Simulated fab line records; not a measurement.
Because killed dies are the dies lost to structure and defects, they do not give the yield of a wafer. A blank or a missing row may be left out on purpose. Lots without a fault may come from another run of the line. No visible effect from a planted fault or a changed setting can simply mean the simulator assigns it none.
Matching of chambers || flow n5Finfet || 4 sister chambers for N5_FIN_SAQP_HM_OPEN_33 on rieDiel-03
The step chemistry CH3F/O2, target SiNx, target depth 49.4 nm, time 70.6 s. 27 wafers are shown with their chamber, then 12 later ones without.

== WAFERS, EACH WITH ITS CHAMBER ==
{"wafer": "L077.4", "chamber": 2, "drypumpMotorCurrentA (A)": 5.3, "rfVppV (V)": 302, "showerheadPlenumPTorr (Torr)": 2.05}
{"wafer": "L077.5", "chamber": 2, "drypumpMotorCurrentA (A)": 5.4, "rfVppV (V)": 303, "showerheadPlenumPTorr (Torr)": 2.05}
{"wafer": "L077.6", "chamber": 1, "drypumpMotorCurrentA (A)": 6.3, "rfVppV (V)": 312, "showerheadPlenumPTorr (Torr)": 2.04}
{"wafer": "L078.1", "chamber": 2, "drypumpMotorCurrentA (A)": 5.3, "rfVppV (V)": 304, "showerheadPlenumPTorr (Torr)": 2.05}
{"wafer": "L078.2", "chamber": 0, "drypumpMotorCurrentA (A)": 5.8, "rfVppV (V)": 287, "showerheadPlenumPTorr (Torr)": 1.99}
{"wafer": "L078.6", "chamber": 2, "drypumpMotorCurrentA (A)": 5.4, "rfVppV (V)": 305, "showerheadPlenumPTorr (Torr)": 2.05}
{"wafer": "L081.2", "chamber": 3, "drypumpMotorCurrentA (A)": 5.5, "rfVppV (V)": 302, "showerheadPlenumPTorr (Torr)": 2.06}
{"wafer": "L081.5", "chamber": 2, "drypumpMotorCurrentA (A)": 5.3, "rfVppV (V)": 303, "showerheadPlenumPTorr (Torr)": 2.05}
{"wafer": "L081.6", "chamber": 1, "drypumpMotorCurrentA (A)": 6.3, "rfVppV (V)": 310, "showerheadPlenumPTorr (Torr)": 2.03}
{"wafer": "L082.1", "chamber": 0, "drypumpMotorCurrentA (A)": 5.8, "rfVppV (V)": 287, "showerheadPlenumPTorr (Torr)": 1.99}
{"wafer": "L082.3", "chamber": 3, "drypumpMotorCurrentA (A)": 5.5, "rfVppV (V)": 300, "showerheadPlenumPTorr (Torr)": 2.06}
{"wafer": "L082.4", "chamber": 1, "drypumpMotorCurrentA (A)": 6.3, "rfVppV (V)": 310, "showerheadPlenumPTorr (Torr)": 2.03}
{"wafer": "L086.2", "chamber": 0, "drypumpMotorCurrentA (A)": 5.8, "rfVppV (V)": 286, "showerheadPlenumPTorr (Torr)": 1.98}
{"wafer": "L086.4", "chamber": 2, "drypumpMotorCurrentA (A)": 5.4, "rfVppV (V)": 303, "showerheadPlenumPTorr (Torr)": 2.05}
{"wafer": "L086.6", "chamber": 0, "drypumpMotorCurrentA (A)": 5.8, "rfVppV (V)": 287, "showerheadPlenumPTorr (Torr)": 1.98}
{"wafer": "L087.3", "chamber": 2, "drypumpMotorCurrentA (A)": 5.4, "rfVppV (V)": 304, "showerheadPlenumPTorr (Torr)": 2.05}
{"wafer": "L087.5", "chamber": 1, "drypumpMotorCurrentA (A)": 6.3, "rfVppV (V)": 314, "showerheadPlenumPTorr (Torr)": 2.03}
{"wafer": "L087.6", "chamber": 0, "drypumpMotorCurrentA (A)": 5.8, "rfVppV (V)": 286, "showerheadPlenumPTorr (Torr)": 1.98}
{"wafer": "L088.1", "chamber": 2, "drypumpMotorCurrentA (A)": 5.3, "rfVppV (V)": 303, "showerheadPlenumPTorr (Torr)": 2.04}
{"wafer": "L088.5", "chamber": 2, "drypumpMotorCurrentA (A)": 5.4, "rfVppV (V)": 303, "showerheadPlenumPTorr (Torr)": 2.05}
{"wafer": "L088.6", "chamber": 1, "drypumpMotorCurrentA (A)": 6.3, "rfVppV (V)": 312, "showerheadPlenumPTorr (Torr)": 2.03}
{"wafer": "L090.2", "chamber": 0, "drypumpMotorCurrentA (A)": 5.8, "rfVppV (V)": 288, "showerheadPlenumPTorr (Torr)": 1.98}
{"wafer": "L090.4", "chamber": 1, "drypumpMotorCurrentA (A)": 6.3, "rfVppV (V)": 311, "showerheadPlenumPTorr (Torr)": 2.03}
{"wafer": "L090.5", "chamber": 2, "drypumpMotorCurrentA (A)": 5.4, "rfVppV (V)": 301, "showerheadPlenumPTorr (Torr)": 2.04}
{"wafer": "L091.1", "chamber": 0, "drypumpMotorCurrentA (A)": 5.8, "rfVppV (V)": 286, "showerheadPlenumPTorr (Torr)": 1.98}
{"wafer": "L091.2", "chamber": 3, "drypumpMotorCurrentA (A)": 5.4, "rfVppV (V)": 301, "showerheadPlenumPTorr (Torr)": 2.05}
{"wafer": "L091.6", "chamber": 0, "drypumpMotorCurrentA (A)": 5.8, "rfVppV (V)": 289, "showerheadPlenumPTorr (Torr)": 1.98}

SIGNATURES, as means of the wafers listed above
{"reading": "drypumpMotorCurrentA", "chamber 0": 5.800, "chamber 1": 6.300, "chamber 2": 5.360, "chamber 3": 5.467, "scatter within a chamber": 0.0365}
{"reading": "rfVppV", "chamber 0": 287.00, "chamber 1": 311.50, "chamber 2": 303.10, "chamber 3": 301.00, "scatter within a chamber": 1.19}
{"reading": "showerheadPlenumPTorr", "chamber 0": 1.9825, "chamber 1": 2.0317, "chamber 2": 2.0480, "chamber 3": 2.0567, "scatter within a chamber": 0.00447}
Rule: a wafer lies at a distance from a chamber equal to the root of the sum of squares, over the readings, of (its reading less the chamber's mean, divided by the reading's scatter). The wafer belongs to the nearest chamber; if the next one is less than 2 further off, it can't be placed. The scatter: take each reading less its chamber's mean, square it, sum over the shown wafers, divide by the number of wafers less the number of chambers, and take the root.

== WAFERS WHOSE CHAMBER IS MISSING ==
{"wafer": "L094.2", "drypumpMotorCurrentA (A)": 5.5, "rfVppV (V)": 302, "showerheadPlenumPTorr (Torr)": 2.05}
{"wafer": "L094.3", "drypumpMotorCurrentA (A)": 6.3, "rfVppV (V)": 312, "showerheadPlenumPTorr (Torr)": 2.02}
{"wafer": "L094.5", "drypumpMotorCurrentA (A)": 5.8, "rfVppV (V)": 289, "showerheadPlenumPTorr (Torr)": 1.98}
{"wafer": "L095.4", "drypumpMotorCurrentA (A)": 5.4, "rfVppV (V)": 300, "showerheadPlenumPTorr (Torr)": 2.05}
{"wafer": "L095.5", "drypumpMotorCurrentA (A)": 6.3, "rfVppV (V)": 311, "showerheadPlenumPTorr (Torr)": 2.02}
{"wafer": "L095.6", "drypumpMotorCurrentA (A)": 5.4, "rfVppV (V)": 303, "showerheadPlenumPTorr (Torr)": 2.04}
{"wafer": "L096.4", "drypumpMotorCurrentA (A)": 5.3, "rfVppV (V)": 303, "showerheadPlenumPTorr (Torr)": 2.04}
{"wafer": "L096.5", "drypumpMotorCurrentA (A)": 5.8, "rfVppV (V)": 286, "showerheadPlenumPTorr (Torr)": 1.98}
{"wafer": "L096.6", "drypumpMotorCurrentA (A)": 6.3, "rfVppV (V)": 312, "showerheadPlenumPTorr (Torr)": 2.02}
{"wafer": "L097.1", "drypumpMotorCurrentA (A)": 6.3, "rfVppV (V)": 311, "showerheadPlenumPTorr (Torr)": 2.02}
{"wafer": "L097.4", "drypumpMotorCurrentA (A)": 5.5, "rfVppV (V)": 300, "showerheadPlenumPTorr (Torr)": 2.05}
{"wafer": "L097.5", "drypumpMotorCurrentA (A)": 5.8, "rfVppV (V)": 287, "showerheadPlenumPTorr (Torr)": 1.98}

== THE CHAMBER EACH PASSED THROUGH ==
{"wafer": "L094.2", "from the rows above": 3, "in truth": 3}
{"wafer": "L094.3", "from the rows above": 1, "in truth": 1}
{"wafer": "L094.5", "from the rows above": 0, "in truth": 0}
{"wafer": "L095.4", "from the rows above": "can't be placed: 3 or 2", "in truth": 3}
{"wafer": "L095.5", "from the rows above": 1, "in truth": 1}
{"wafer": "L095.6", "from the rows above": 2, "in truth": 2}
{"wafer": "L096.4", "from the rows above": 2, "in truth": 2}
{"wafer": "L096.5", "from the rows above": 0, "in truth": 0}
{"wafer": "L096.6", "from the rows above": 1, "in truth": 1}
{"wafer": "L097.1", "from the rows above": 1, "in truth": 1}
{"wafer": "L097.4", "from the rows above": 3, "in truth": 3}
{"wafer": "L097.5", "from the rows above": 0, "in truth": 0}
Placed correctly: 11 of 12. Cannot be placed on the basis of these rows: 1; the candidates contain the true chamber in 1. Placed wrongly: 0.
